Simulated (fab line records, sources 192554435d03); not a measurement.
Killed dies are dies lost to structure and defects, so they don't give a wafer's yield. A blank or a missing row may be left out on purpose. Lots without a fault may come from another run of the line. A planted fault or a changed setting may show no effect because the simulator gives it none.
fab line records | flow n5_finfet
record lots=24 wafers=72 last_day=19
route steps=1938 shown DUMMY_REMOVAL@381 HKMG_FIN@419 GATE_CUT@477
lots that met no fault: from a run of the same line without faults
start_h: hours from the record's first day to the start of the lot's first wafer shown | wait_h: hours since the lot's step before | " the same as in the row above | L1.1+2: a row that stands for several wafers | - no value, or no start given | * or withheld: withheld | < > ~ a bound
route shown NAME@n: a module of which the file shows steps, and the number in the route of the first | usual: mean/standard deviation of fault-free wafers | same: alike in all rows | chamber/n: place in a boat | sites: the reading at each site | _std_site: their standard deviation | _edge_site: outer sites' mean less inner sites' | radius_mm: how far each site lies from the wafer's centre | mask NAME#n: copy n | behind: the tool/chamber that last shaped the wafer | hold: why the lot was held/for how many hours/how that ended | device: the transistor (n, p or np) that didn't switch | end of line: the same wafers' tests at the end of the route | a step without rows: its recipe alone | killed: dies lost to structure and defects at the first sort, not the wafer's yield | map: a wafer's dies, x killed, . not, _ none there
set.NAME: the setting as run; set.NAME@STEP: as run at that earlier step | model.NAME: the simulator's own value behind a step, which no gauge read
steps of the route over a sample of lots; a table a step, a row a wafer
services: from which hour (start_h, from the record's first day; less than 0 if before it) a tool's chamber was out of use, for how many hours, and why
## steps
# step N5_DUMMY_REMOVAL_INSPECT_06
# recipe inspect_instrument=brightfield mode=aei
# usual raw_defect_count=13/6.3
# columns lot.wafer tool chamber start_h wait_h raw_defect_count
L074.2 defect_inspect-01 - 69.70 0.0 20
L074.3 " - " " 22
L074.6 " - " " 26
L075.1 defect_inspect-01 - 76.55 0.0 17
L075.2 " - " " 18
L075.5 " - " " 12
L076.2 defect_inspect-01 - 82.65 0.0 15
L076.5 " - " " 13
L076.6 " - " " 5
L077.1 defect_inspect-02 - 89.67 0.0 18
L077.5 " - " " 18
L077.6 " - " " 23
L078.1 defect_inspect-02 - 92.92 0.0 10
L078.3 " - " " 8
L078.6 " - " " 7
L079.3 defect_inspect-02 - 100.86 0.0 28
L079.4 " - " " 5
L079.6 " - " " 24
L080.3 defect_inspect-02 - 106.00 0.0 17
L080.4 " - " " 16
L080.5 " - " " 17
L081.2 defect_inspect-02 - 113.72 0.0 9
L081.4 " - " " 9
L081.5 " - " " 6
L082.1 defect_inspect-01 - 120.70 0.0 18
L082.2 " - " " 12
L082.5 " - " " 8
L083.3 defect_inspect-01 - 122.49 0.0 24
L083.5 " - " " 13
L083.6 " - " " 24
L084.2 defect_inspect-01 - 133.58 0.0 14
L084.4 " - " " 11
L084.6 " - " " 24
L085.3 defect_inspect-02 - 136.87 0.0 21
L085.4 " - " " 16
L085.5 " - " " 22
L087.1 defect_inspect-01 - 170.57 0.0 18
L087.2 " - " " 27
L087.3 " - " " 17
L086.3 defect_inspect-02 - 173.47 0.0 8
L086.4 " - " " 9
L086.6 " - " " 10
L088.1 defect_inspect-02 - 173.70 0.0 7
L088.4 " - " " 15
L088.6 " - " " 4
L089.1 defect_inspect-02 - 176.31 0.0 9
L089.2 " - " " 13
L089.3 " - " " 5
L090.3 defect_inspect-01 - 176.49 0.0 4
L090.4 " - " " 9
L090.6 " - " " 16
L093.1 defect_inspect-02 - 203.46 0.0 8
L093.5 " - " " 6
L093.6 " - " " 11
L091.2 defect_inspect-01 - 207.93 0.0 6
L091.4 " - " " 12
L091.6 " - " " 13
L094.2 defect_inspect-02 - 209.84 0.0 6
L094.3 " - " " 11
L094.6 " - " " 6
L095.2 defect_inspect-01 - 211.65 0.0 10
L095.3 " - " " 7
L095.4 " - " " 10
L092.4 defect_inspect-01 - 212.21 0.0 7
L092.5 " - " " 11
L092.6 " - " " 10
L096.1 defect_inspect-01 - 214.67 0.0 13
L096.3 " - " " 13
L096.5 " - " " 16
L097.1 defect_inspect-02 - 220.96 0.0 25
L097.2 " - " " 18
L097.3 " - " " 26
# step N5_HKMG_FIN_ALD_36
# recipe material=TiN target_thk_a=10 temp_c=400 ald_precursor_family=TiCl4 ald_co_reactant=NH3 pulse_time_s=1 purge_time_s=3 co_reactant_purge_time_s=2 co_reactant_pulse_time_s=2 ald_cycles=47 pressure_torr=3
# usual heater_power_w=876/67 precursor_pulse_height_rel=1.001/0.02
# same co_reactant_purge_time_s=2
# columns lot.wafer tool chamber start_h wait_h heater_power_w precursor_pulse_height_rel
L074.2 ald_metal-04 1 73.41 0.0 964 1.011
L074.3 " 2 " " 890 1.016
L074.6 " 2 " " 904 0.994
L075.1 ald_metal-04 1 80.13 0.0 952 0.981
L075.2 " 2 " " 896 1.006
L075.5 " 0 " " 870 0.983
L076.2 ald_metal-04 3 86.67 0.0 819 1.009
L076.5 " 1 " " 940 1.002
L076.6 " 0 " " 896 1.017
L077.1 ald_metal-01 1 93.20 0.0 691 0.974
L077.5 " 0 " " 976 1.005
L077.6 " 3 " " 898 0.992
L078.1 ald_metal-01 1 96.58 0.0 694 0.979
L078.3 " 2 " " 865 1.018
L078.6 " 0 " " 962 0.983
L079.3 ald_metal-04 2 105.78 0.0 909 0.990
L079.4 " 0 " " 909 0.998
L079.6 " 2 " " 892 0.978
L080.3 ald_metal-04 0 109.65 0.0 910 0.997
L080.4 " 2 " " 913 1.043
L080.5 " 3 " " 797 1.020
L081.2 ald_metal-03 1 117.39 0.0 913 1.019
L081.4 " 2 " " 917 1.015
L081.5 " 2 " " 917 1.025
L082.1 ald_metal-03 1 124.44 0.0 894 1.016
L082.2 " 2 " " 884 1.030
L082.5 " 1 " " 901 0.996
L083.3 ald_metal-04 0 126.27 0.0 883 1.003
L083.5 " 1 " " 958 1.011
L083.6 " 2 " " 905 0.996
L084.2 ald_metal-01 1 137.38 0.0 710 1.004
L084.4 " 0 " " 953 1.010
L084.6 " 0 " " 973 1.028
L085.3 ald_metal-01 2 141.11 0.0 876 1.028
L085.4 " 0 " " 978 0.987
L085.5 " 1 " " 702 1.012
L087.1 ald_metal-04 1 174.29 0.0 937 1.015
L087.2 " 0 " " 885 0.998
L087.3 " 2 " " 881 1.006
L086.3 ald_metal-03 0 177.07 0.0 772 1.004
L086.4 " 2 " " 929 1.009
L086.6 " 2 " " 942 1.014
L088.1 ald_metal-03 3 177.59 0.0 850 1.010
L088.4 " 0 " " 783 0.999
L088.6 " 2 " " 905 0.986
L089.1 ald_metal-01 0 180.05 0.0 947 0.990
L089.2 " 3 " " 868 0.991
L089.3 " 2 " " 862 0.995
L090.3 ald_metal-03 3 180.17 0.0 852 1.007
L090.4 " 1 " " 891 1.011
L090.6 " 1 " " 893 1.010
L093.1 ald_metal-04 2 207.03 0.0 898 1.005
L093.5 " 1 " " 961 0.981
L093.6 " 2 " " 904 0.994
L091.2 ald_metal-04 3 211.67 0.0 813 0.983
L091.4 " 2 " " 880 1.030
L091.6 " 1 " " 953 1.003
L094.2 ald_metal-03 0 213.36 0.0 814 0.953
L094.3 " 2 " " 903 0.990
L094.6 " 0 " " 790 0.995
L095.2 ald_metal-04 1 215.27 0.1 915 1.004
L095.3 " 0 " " 866 0.998
L095.4 " 2 " " 882 1.017
L092.4 ald_metal-03 3 215.72 0.0 867 1.037
L092.5 " 0 " " 793 0.988
L092.6 " 1 " " 908 0.995
L096.1 ald_metal-03 2 218.07 0.0 925 1.010
L096.3 " 0 " " 799 1.023
L096.5 " 2 " " 900 1.027
L097.1 ald_metal-01 2 224.46 0.0 866 1.016
L097.2 " 0 " " 955 0.947
L097.3 " 3 " " 917 0.960
# step N5_HKMG_FIN_STRIP_92
# recipe chemistry=N2/H2 material=SOC time_s=20 power_w=500 temp_c=40 pressure_mtorr=50 rf_frequency_hz=6e+07 bias_power_w=8 h2_frac=0.5 n2_flow_sccm=300 h2_flow_sccm=300
# usual drypump_motor_current_A=5.6/0.5 oes_product_au=0.78/0.081 rf_vpp_V=54.3/0.84 showerhead_plenum_p_Torr=3.38/0.12 throttle_valve_pct=18.88/0.3
# columns lot.wafer tool chamber start_h wait_h drypump_motor_current_A oes_product_au rf_hours_counter_h rf_vpp_V showerhead_plenum_p_Torr throttle_valve_pct
L074.2 rie_diel-05 3 75.11 0.1 5.5 0.73 183 54.4 3.45 18.87
L074.3 " 0 " " 6.5 0.77 126 53.4 3.25 18.63
L074.6 " 0 " " 6.4 0.78 - 52.6 3.25 18.64
L075.1 rie_diel-05 2 81.92 0.1 5.2 0.68 253 53.9 3.15 18.41
L075.2 " 3 " " 5.5 0.71 185 53.6 3.45 18.88
L075.5 " 2 " " 5.2 0.68 - 52.3 3.15 18.42
L076.2 rie_diel-05 3 88.26 0.1 5.6 0.71 187 53.0 3.45 18.88
L076.5 " 0 " " 6.4 0.76 - 54.4 3.24 18.64
L076.6 " 1 " " 5.2 0.71 - 54.9 3.45 18.86
L077.1 rie_diel-04 2 94.90 0.1 5.8 0.85 61 55.6 3.43 19.39
L077.5 " 3 " " 5.8 0.82 - 53.7 3.22 18.73
L077.6 " 2 " " 5.8 0.84 - 54.5 3.43 19.41
L078.1 rie_diel-04 0 98.27 0.1 4.8 0.86 48 54.2 3.40 19.06
L078.3 " 1 " " 5.9 0.75 149 54.6 3.49 18.90
L078.6 " 0 " " 4.8 0.85 - 55.4 3.40 19.09
L079.3 rie_diel-04 3 107.35 0.1 5.8 0.82 129 53.6 3.22 18.75
L079.4 " 0 " " 4.7 0.85 - 54.2 3.40 19.08
L079.6 " 2 " " 5.9 0.83 - 55.5 3.43 19.39
L080.3 rie_diel-06 1 111.35 0.1 5.8 0.77 119 53.8 3.25 18.85
L080.4 " 3 " " 6.0 0.82 98 55.4 3.54 18.65
L080.5 " 2 " " 4.9 0.69 - 54.7 3.32 18.79
L081.2 rie_diel-06 1 119.34 0.1 5.8 0.76 122 52.9 3.25 18.85
L081.4 " 2 " " 5.0 0.70 219 54.1 3.32 18.78
L081.5 " 3 " " 6.0 0.81 - 54.1 3.53 18.67
L082.1 rie_diel-04 0 126.16 0.1 4.8 0.84 58 53.2 3.39 19.09
L082.2 " 1 " " 5.9 0.76 156 54.6 3.48 18.92
L082.5 " 3 " " 5.8 0.81 - 53.4 3.22 18.74
L083.3 rie_diel-05 3 127.96 0.1 5.5 0.70 206 54.5 3.44 18.92
L083.5 " 3 " " 5.5 0.71 - 52.6 3.44 18.90
L083.6 " 0 " " 6.5 0.75 - 53.7 3.23 18.66
L084.2 rie_diel-06 2 139.35 0.1 5.0 0.68 226 54.0 3.32 18.79
L084.4 " 3 " " 6.0 0.81 108 54.1 3.53 18.67
L084.6 " 0 " " 5.8 0.95 - 54.6 3.58 19.37
L085.3 rie_diel-06 3 143.03 0.1 6.0 0.80 109 53.0 3.53 18.68
L085.4 " 0 " " 5.8 0.96 16 55.2 3.58 19.37
L085.5 " 3 " " 6.1 0.80 - 55.8 3.53 18.68
L087.1 rie_diel-04 2 176.18 0.1 5.8 0.81 84 54.9 3.41 19.42
L087.2 " 3 " " 5.8 0.79 151 53.3 3.21 18.78
L087.3 " 1 " " 5.9 0.72 172 53.7 3.47 18.93
L086.3 rie_diel-04 2 179.46 0.1 5.8 0.82 86 54.0 3.41 19.45
L086.4 " 1 " " 5.9 0.73 174 55.7 3.47 18.95
L086.6 " 1 " " 5.9 0.73 - 55.0 3.47 18.93
L088.1 rie_diel-06 2 180.07 0.1 4.9 0.67 239 54.7 3.31 18.82
L088.4 " 1 " " 5.8 0.75 141 54.4 3.24 18.89
L088.6 " 3 " " 6.0 0.79 - 54.2 3.52 18.69
L089.1 rie_diel-05 3 181.63 0.1 5.5 0.69 224 54.0 3.43 18.94
L089.2 " 2 " " 5.2 0.95 19 54.7 3.54 18.02
L089.3 " 1 " " 5.2 0.69 250 55.7 3.43 18.89
L090.3 rie_diel-06 2 181.87 0.1 5.0 0.68 240 54.4 3.31 18.83
L090.4 " 3 " " 6.0 0.79 121 54.3 3.52 18.69
L090.6 " 3 " " 6.0 0.79 - 55.3 3.52 18.68
L093.1 rie_diel-06 3 208.60 0.1 6.0 0.78 131 55.4 3.52 18.73
L093.5 " 0 " " 5.8 0.91 - 54.8 3.57 19.41
L093.6 " 2 " " 4.9 0.66 - 53.8 3.30 18.82
L091.2 rie_diel-04 3 213.36 0.1 5.8 0.78 165 53.1 3.20 18.79
L091.4 " 2 " " 5.8 0.80 98 54.7 3.41 19.47
L091.6 " 2 " " 5.8 0.80 - 54.5 3.41 19.45
L094.2 rie_diel-05 1 214.93 0.1 5.2 0.96 7 55.8 3.42 18.52
L094.3 " 0 " " 6.4 0.72 177 54.9 3.22 18.71
L094.6 " 3 " " 5.6 0.68 - 55.4 3.42 18.96
L095.2 rie_diel-04 0 217.31 0.1 4.8 0.81 89 54.3 3.37 19.14
L095.3 " 3 " " 5.7 0.77 167 53.2 3.20 18.79
L095.4 " 2 " " 5.8 0.81 101 54.1 3.41 19.43
L092.4 rie_diel-05 3 217.53 0.1 5.6 0.68 239 55.3 3.42 18.95
L092.5 " 1 " " 5.2 0.96 - 52.9 3.42 18.54
L092.6 " 0 " " 6.4 0.73 - 52.7 3.22 18.72
L096.1 rie_diel-05 3 220.02 0.1 5.6 0.69 240 55.7 3.42 18.96
L096.3 " 1 " " 5.1 0.95 9 54.3 3.42 18.54
L096.5 " 3 " " 5.6 0.68 - 53.9 3.42 18.96
L097.1 rie_diel-04 1 226.03 0.1 6.0 0.73 192 55.4 3.46 18.99
L097.2 " 3 " " 5.8 0.78 171 54.5 3.20 18.82
L097.3 " 0 " " 4.8 0.80 94 54.6 3.37 19.15
# step N5_HKMG_FIN_ALD_91
# recipe material=TiN target_thk_a=10 temp_c=400 ald_precursor_family=TiCl4 ald_co_reactant=NH3 pulse_time_s=1 purge_time_s=3 co_reactant_purge_time_s=2 co_reactant_pulse_time_s=2 ald_cycles=47 pressure_torr=3
# usual heater_power_w=873/76 precursor_pulse_height_rel=0.999/0.019
# same co_reactant_purge_time_s=2
# columns lot.wafer tool chamber start_h wait_h heater_power_w precursor_pulse_height_rel
L074.2 ald_metal-04 2 75.64 0.3 872 0.993
L074.3 " 3 " " 813 1.004
L074.6 " 0 " " 888 0.984
L075.1 ald_metal-04 2 82.45 0.3 905 0.992
L075.2 " 3 " " 806 0.988
L075.5 " 0 " " 868 0.997
L076.2 ald_metal-01 0 88.79 0.3 974 0.993
L076.5 " 3 " " 906 1.036
L076.6 " 2 " " 859 0.999
L077.1 ald_metal-01 3 95.42 0.3 881 1.013
L077.5 " 2 " " 873 1.024
L077.6 " 3 " " 888 1.015
L078.1 ald_metal-03 0 98.80 0.3 812 1.027
L078.3 " 1 " " 905 0.999
L078.6 " 3 " " 839 1.014
L079.3 ald_metal-03 1 107.87 0.1 895 1.031
L079.4 " 3 " " 865 0.981
L079.6 " 1 " " 891 0.977
L080.3 ald_metal-04 3 111.88 0.1 800 0.984
L080.4 " 0 " " 879 0.964
L080.5 " 1 " " 939 1.005
L081.2 ald_metal-01 0 119.86 0.3 960 0.992
L081.4 " 2 " " 878 0.961
L081.5 " 1 " " 703 1.013
L082.1 ald_metal-04 0 126.70 0.3 870 0.995
L082.2 " 3 " " 816 0.999
L082.5 " 2 " " 911 1.005
L083.3 ald_metal-04 2 128.49 0.1 915 1.033
L083.5 " 0 " " 871 0.975
L083.6 " 1 " " 951 0.952
L084.2 ald_metal-01 0 139.88 0.3 954 0.990
L084.4 " 2 " " 861 0.991
L084.6 " 1 " " 692 0.990
L085.3 ald_metal-03 2 143.68 0.3 915 0.999
L085.4 " 3 " " 870 0.992
L085.5 " 3 " " 870 1.014
L087.1 ald_metal-01 3 176.71 0.3 888 0.989
L087.2 " 2 " " 857 0.995
L087.3 " 1 " " 685 1.019
L086.3 ald_metal-04 1 179.99 0.2 937 0.989
L086.4 " 2 " " 889 0.985
L086.6 " 0 " " 892 0.999
L088.1 ald_metal-03 2 180.61 0.3 894 1.025
L088.4 " 3 " " 854 0.992
L088.6 " 3 " " 848 1.025
L089.1 ald_metal-01 1 182.16 0.3 701 1.005
L089.2 " 0 " " 966 1.008
L089.3 " 2 " " 876 0.996
L090.3 ald_metal-04 2 182.52 0.1 907 0.990
L090.4 " 1 " " 954 0.976
L090.6 " 1 " " 928 0.989
L093.1 ald_metal-03 2 209.13 0.3 917 1.003
L093.5 " 1 " " 888 1.000
L093.6 " 2 " " 906 0.971
L091.2 ald_metal-01 3 213.89 0.3 889 0.986
L091.4 " 1 " " 685 0.972
L091.6 " 1 " " 700 1.011
L094.2 ald_metal-03 1 215.46 0.3 924 0.980
L094.3 " 3 " " 876 1.014
L094.6 " 1 " " 906 0.993
L095.2 ald_metal-01 3 217.97 0.3 907 0.997
L095.3 " 0 " " 972 1.016
L095.4 " 1 " " 706 1.019
L092.4 ald_metal-01 0 218.21 0.3 954 0.984
L092.5 " 1 " " 702 0.984
L092.6 " 0 " " 947 0.958
L096.1 ald_metal-04 0 220.60 0.3 903 1.034
L096.3 " 2 " " 909 1.001
L096.5 " 0 " " 877 1.021
L097.1 ald_metal-01 2 226.56 0.3 857 0.997
L097.2 " 1 " " 706 0.997
L097.3 " 0 " " 950 0.995
# step N5_GATE_CUT_HM_DEP_46
# recipe material=SiO2 target_thk_a=1300 temp_c=400 precursor=TEOS/O2 pressure_torr=6.5 rf_w=900 teos_flow_sccm=161.4 gas=O2 flow_sccm=2650 time_s=26.6
# usual heater_power_w=551/110 showerhead_plenum_p_Torr=8.36/0.03 throttle_valve_pct=18.7/0.92
# columns lot.wafer tool chamber start_h wait_h heater_power_w showerhead_plenum_p_Torr throttle_valve_pct
L074.2 pecvd-03 2 82.35 0.0 541 8.39 18.9
L074.3 " 0 " " 431 8.38 18.2
L074.6 " 0 " " 434 8.36 18.0
L075.1 pecvd-02 2 89.22 0.0 465 8.35 17.2
L075.2 " 0 " " 497 8.36 19.5
L075.5 " 1 " " 605 8.39 18.9
L076.2 pecvd-02 2 95.66 0.0 416 8.35 17.4
L076.5 " 2 " " 417 8.34 17.6
L076.6 " 0 " " 392 8.37 19.5
L077.1 pecvd-03 0 102.06 0.0 430 8.38 18.0
L077.5 " 1 " " 618 8.37 17.7
L077.6 " 0 " " 427 8.36 18.2
L078.1 pecvd-03 2 105.64 0.0 542 8.40 19.0
L078.3 " 1 " " 619 8.37 18.0
L078.6 " 2 " " 540 8.38 19.3
L079.3 pecvd-04 1 114.52 0.0 583 8.40 19.5
L079.4 " 2 " " 593 8.36 17.8
L079.6 " 0 " " 733 8.28 21.0
L080.3 pecvd-03 2 118.62 0.0 522 8.38 18.6
L080.4 " 2 " " 542 8.38 19.0
L080.5 " 1 " " 492 8.39 17.9
L081.2 pecvd-04 1 126.60 0.0 711 8.39 19.6
L081.4 " 1 " " 536 8.38 19.4
L081.5 " 0 " " 624 8.27 21.0
L082.1 pecvd-03 1 133.56 0.0 552 8.35 17.9
L082.2 " 2 " " 572 8.39 19.0
L082.5 " 1 " " 588 8.37 18.2
L083.3 pecvd-03 1 135.18 0.0 617 8.36 18.1
L083.5 " 1 " " 608 8.36 17.9
L083.6 " 0 " " 401 8.36 18.4
L084.2 pecvd-03 2 146.51 0.0 572 8.38 18.9
L084.4 " 1 " " 653 8.37 18.0
L084.6 " 0 " " 454 8.36 18.0
L085.3 pecvd-02 0 150.38 0.0 462 8.36 19.4
L085.4 " 1 " " 677 8.34 18.7
L085.5 " 0 " " 468 8.38 19.5
L087.1 pecvd-02 1 183.43 0.0 627 8.36 18.3
L087.2 " 0 " " 497 8.37 19.5
L087.3 " 2 " " 513 8.36 17.6
L086.3 pecvd-04 1 186.96 0.0 699 8.38 19.5
L086.4 " 0 " " 744 8.27 20.7
L086.6 " 2 " " 643 8.36 18.1
L088.1 pecvd-03 2 188.95 0.0 539 8.39 18.9
L088.4 " 0 " " 370 8.35 18.4
L088.6 " 1 " " 580 8.35 18.3
L089.1 pecvd-02 0 190.73 0.0 494 8.38 19.3
L089.2 " 2 " " 479 8.36 17.5
L089.3 " 1 " " 632 8.37 18.8
L090.3 pecvd-04 1 191.12 0.0 689 8.39 19.8
L090.4 " 1 " " 678 8.38 19.6
L090.6 " 0 " " 816 8.28 20.8
L093.1 pecvd-03 0 216.14 0.0 370 8.38 18.5
L093.5 " 0 " " 371 8.37 18.1
L093.6 " 1 " " 672 8.37 18.2
L091.2 pecvd-02 0 220.60 0.0 491 8.39 19.6
L091.4 " 1 " " 568 8.35 18.7
L091.6 " 0 " " 460 8.38 19.5
L094.2 pecvd-04 0 223.64 0.0 812 8.28 20.7
L094.3 " 2 " " 570 8.37 18.1
L094.6 " 0 " " 798 8.28 21.0
L095.2 pecvd-03 0 226.02 0.1 466 8.35 18.5
L095.3 " 0 " " 344 8.35 18.0
L095.4 " 1 " " 629 8.36 18.3
L092.4 pecvd-02 2 226.44 0.1 511 8.35 17.5
L092.5 " 0 " " 496 8.38 19.9
L092.6 " 1 " " 587 8.36 18.9
L096.1 pecvd-02 1 227.49 0.0 701 8.35 18.6
L096.3 " 2 " " 388 8.36 17.5
L096.5 " 0 " " 403 8.37 19.8
L097.1 pecvd-04 2 234.16 0.0 648 8.37 18.2
L097.2 " 1 " " 559 8.39 19.6
L097.3 " 0 " " 808 8.31 20.7
# step N5_GATE_CUT_ETCH_47
# recipe chemistry=Cl2/BCl3 target=SiO2 target_depth_a=100 pressure_mtorr=10 icp_w=1000 bias_w=126 Cl2_flow_sccm=53.25 bcl3_flow_sccm=21.75 Ar_flow_sccm=25
# usual drypump_motor_current_A=5.4/0.35 he_backside_leak_sccm=3.29/0.15 mfc_cl2_sccm=53.26/0.16 oes_product_au=0.78/0.098 throttle_valve_pct=22.96/0.27
# columns lot.wafer tool chamber start_h wait_h drypump_motor_current_A he_backside_leak_sccm mfc_cl2_sccm oes_product_au rf_hours_counter_h throttle_valve_pct
L074.2 rie_metal-01 0 83.35 0.0 5.1 3.23 53.14 0.85 22 22.83
L074.3 " 0 " " 5.1 3.15 53.08 0.84 - 22.83
L074.6 " 0 " " 5.1 3.26 53.23 0.85 - 22.83
L075.1 rie_metal-02 0 90.80 0.0 5.2 3.30 53.05 0.99 1 22.56
L075.2 " 1 " " 5.2 3.33 53.11 0.64 108 23.06
L075.5 " 0 " " 5.2 3.44 53.03 0.99 - 22.55
L076.2 rie_metal-01 1 96.81 0.0 6.0 3.11 53.39 0.71 77 23.39
L076.5 " 0 " " 5.1 3.20 53.19 0.85 - 22.82
L076.6 " 1 " " 6.0 3.24 53.51 0.71 - 23.38
L077.1 rie_metal-01 1 103.06 0.0 6.0 3.06 53.33 0.71 78 23.38
L077.5 " 0 " " 5.1 3.23 53.41 0.84 - 22.81
L077.6 " 1 " " 6.0 3.14 53.27 0.72 - 23.39
L078.1 rie_metal-03 1 106.83 0.0 5.7 3.28 53.13 0.86 14 23.00
L078.3 " 0 " " 5.1 3.39 53.23 0.72 - 22.85
L078.6 " 1 " " 5.7 3.22 53.29 0.86 - 23.02
L079.3 rie_metal-02 0 115.66 0.0 5.2 3.54 53.23 0.97 - 22.56
L079.4 " 1 " " 5.1 3.32 53.16 0.65 - 23.07
L079.6 " 1 " " 5.1 3.77 53.30 0.65 - 23.04
L080.3 rie_metal-01 1 119.77 0.0 6.0 3.17 53.28 0.71 - 23.38
L080.4 " 0 " " 5.1 3.16 53.35 0.83 - 22.85
L080.5 " 0 " " 5.1 3.19 53.21 0.82 - 22.84
L081.2 rie_metal-03 0 127.73 0.0 5.1 3.29 53.43 0.71 73 22.86
L081.4 " 1 " " 5.7 3.37 53.28 0.87 - 23.02
L081.5 " 0 " " 5.1 3.32 53.62 0.72 - 22.86
L082.1 rie_metal-01 0 134.56 0.0 5.1 3.17 53.45 0.82 28 22.83
L082.2 " 1 " " 6.0 3.26 53.30 0.70 82 23.41
L082.5 " 0 " " 5.1 3.19 53.61 0.81 - 22.85
L083.3 rie_metal-01 1 136.29 0.0 6.0 3.20 53.27 0.71 - 23.38
L083.5 " 0 " " 5.1 3.04 53.39 0.82 - 22.82
L083.6 " 1 " " 6.0 3.16 53.16 0.71 - 23.39
L084.2 rie_metal-02 0 147.82 0.0 5.2 3.55 53.26 0.94 5 22.55
L084.4 " 0 " " 5.2 3.43 53.06 0.94 - 22.56
L084.6 " 1 " " 5.1 3.28 53.27 0.63 - 23.08
L085.3 rie_metal-01 0 151.72 0.0 5.1 3.12 53.22 0.81 - 22.83
L085.4 " 1 " " 6.0 3.14 53.46 0.70 - 23.39
L085.5 " 1 " " 6.0 3.23 53.29 0.70 - 23.38
L087.1 rie_metal-02 1 184.50 0.0 5.2 3.34 53.29 0.63 115 23.08
L087.2 " 0 " " 5.2 3.30 53.23 0.93 8 22.57
L087.3 " 1 " " 5.2 3.57 53.18 0.63 - 23.06
L086.3 rie_metal-03 1 187.97 0.0 5.7 3.16 53.24 0.83 - 23.03
L086.4 " 0 " " 5.1 3.30 53.24 0.70 - 22.87
L086.6 " 1 " " 5.7 3.24 53.39 0.83 - 23.04
L088.1 rie_metal-03 1 189.98 0.0 5.7 3.28 53.11 0.84 21 23.01
L088.4 " 0 " " 5.1 3.38 53.23 0.71 - 22.85
L088.6 " 0 " " 5.1 3.37 53.18 0.71 - 22.84
L089.1 rie_metal-01 1 191.73 0.0 6.0 3.08 53.18 0.70 87 23.38
L089.2 " 0 " " 5.1 3.22 53.07 0.80 34 22.85
L089.3 " 0 " " 5.1 3.26 53.36 0.80 - 22.85
L090.3 rie_metal-03 0 192.14 0.0 5.1 3.29 52.91 0.71 - 22.87
L090.4 " 1 " " 5.7 3.33 53.54 0.84 - 23.04
L090.6 " 0 " " 5.1 3.32 53.17 0.70 - 22.87
L093.1 rie_metal-03 0 217.84 0.0 5.1 3.33 53.38 0.70 82 22.87
L093.5 " 1 " " 5.7 3.31 53.38 0.83 - 23.03
L093.6 " 0 " " 5.1 3.30 53.41 0.70 - 22.87
L091.2 rie_metal-02 1 221.63 0.0 5.1 3.57 53.08 0.62 119 23.09
L091.4 " 0 " " 5.2 3.49 53.33 0.90 - 22.56
L091.6 " 0 " " 5.2 3.67 53.18 0.89 - 22.58
L094.2 rie_metal-02 0 224.65 0.0 5.2 3.56 53.18 0.91 12 22.57
L094.3 " 0 " " 5.2 3.47 53.23 0.91 - 22.58
L094.6 " 0 " " 5.2 3.37 53.26 0.91 - 22.58
L095.2 rie_metal-01 1 227.32 0.0 6.0 3.28 53.35 0.68 90 23.40
L095.3 " 1 " " 6.0 3.23 53.32 0.68 - 23.41
L095.4 " 0 " " 5.1 3.10 53.21 0.80 - 22.86
L092.4 rie_metal-02 0 227.73 0.1 5.2 3.36 53.16 0.90 - 22.58
L092.5 " 0 " " 5.2 3.42 53.23 0.90 - 22.59
L092.6 " 0 " " 5.2 3.49 52.93 0.90 - 22.58
L096.1 rie_metal-01 1 228.63 0.0 6.0 3.23 53.24 0.68 90 23.42
L096.3 " 1 " " 6.0 3.14 53.23 0.68 - 23.41
L096.5 " 1 " " 6.0 3.12 53.42 0.68 - 23.41
L097.1 rie_metal-03 0 235.62 0.0 5.1 3.34 53.32 0.69 83 22.87
L097.2 " 1 " " 5.7 3.20 53.05 0.83 25 23.02
L097.3 " 1 " " 5.7 3.28 52.90 0.82 - 23.03
## services
# columns tool chamber start_h hours kind
pecvd-03 0 54.69 5.5 scheduled_down
rie_diel-04 1 72.66 7.5 repair
ald_metal-01 - 77.76 0.9 repair
rie_metal-03 0 81.65 3.5 repair
rie_diel-05 2 89.97 4.8 repair
rie_diel-04 1 106.99 5.1 repair
pecvd-03 0 125.38 3.8 repair
rie_metal-02 - 125.79 14.6 pm
pecvd-02 - 127.83 1.1 repair
ald_metal-03 1 133.61 13.1 repair
ald_metal-03 0 139.45 19.2 repair
rie_diel-05 0 147.50 7.9 repair
pecvd-02 - 157.55 0.9 repair
rie_diel-04 2 158.73 9.8 repair
pecvd-03 - 168.63 2.8 repair
rie_diel-05 2 186.93 18.4 repair
rie_diel-06 1 194.90 14.0 repair
ald_metal-01 - 205.13 8.7 pm
rie_diel-04 2 221.50 5.6 repair
pecvd-03 2 222.84 7.1 repair
rie_diel-04 2 227.60 7.5 repair
pecvd-03 2 229.98 - clean
pecvd-03 2 229.98 - consumable_replace:showerhead
ald_metal-01 3 234.58 3.0 repair
## key
fault none
